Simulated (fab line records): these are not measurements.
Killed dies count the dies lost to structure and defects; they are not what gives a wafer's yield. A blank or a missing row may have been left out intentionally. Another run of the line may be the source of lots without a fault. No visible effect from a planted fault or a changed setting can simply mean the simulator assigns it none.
Chamber matching | flow nand harc | 4 sister chambers for NHARC_A_BLC_ALD_23 on ald metal-03
The step deposits TiN, target thk 3 nm, pulse time 1 s, ald cycles 150. 14 wafers are shown with their chamber, then 6 later ones without.

## WAFERS WITH THEIR CHAMBER
wafer  | chamber | heater power w (W) | precursor pulse height rel
L289.3 | 0       | 1045               | 0.986
L289.5 | 3       | 1020               | 1.033
L289.6 | 0       | 1021               | 1.025
L295.2 | 3       | 1004               | 0.981
L295.3 | 2       | 1145               | 1.000
L295.4 | 0       | 1040               | 1.031
L300.1 | 1       | 1071               | 0.976
L300.2 | 2       | 1119               | 0.992
L300.4 | 3       | 1058               | 0.990
L299.3 | 3       | 1024               | 0.998
L299.4 | 0       | 1050               | 0.981
L299.6 | 0       | 1063               | 0.967
L307.3 | 0       | 999                | 0.980
L307.4 | 1       | 1034               | 0.981

SIGNATURES, as means of the wafers listed above
reading                    | chamber 0 | chamber 1 | chamber 2 | chamber 3 | scatter within a chamber
heater power w             | 1036.33   | 1052.50   | 1132.00   | 1026.50   | 22.8
precursor pulse height rel | 0.99500   | 0.97850   | 0.99600   | 1.00050   | 0.0225
Rule: distance of a wafer from a chamber = root of the sum over the readings of ((wafer's reading minus chamber's mean) / reading's scatter) squared. The wafer belongs to the nearest chamber; if the next one is less than 2 further off, it can't be placed. The scatter: take each reading less its chamber's mean, square it, sum over the shown wafers, divide by the number of wafers less the number of chambers, and take the root.

## WAFERS WITH NO CHAMBER GIVEN
wafer  | heater power w (W) | precursor pulse height rel
L307.6 | 1149               | 1.033
L309.1 | 1012               | 0.955
L309.4 | 1028               | 0.988
L308.1 | 1010               | 1.004
L308.4 | 1142               | 0.970
L308.6 | 1122               | 1.029

## WHICH CHAMBER EACH ONE RAN IN
wafer  | from the rows above          | in truth
L307.6 | 2                            | 2
L309.1 | can't be placed: 1 or 0 or 3 | 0
L309.4 | can't be placed: 0 or 3 or 1 | 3
L308.1 | can't be placed: 3 or 0 or 1 | 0
L308.4 | 2                            | 2
L308.6 | 2                            | 2
3 of 6 placed correctly. Can't be placed from these rows: 3 (the true chamber is among the candidates in 3). Placed wrongly: 0.
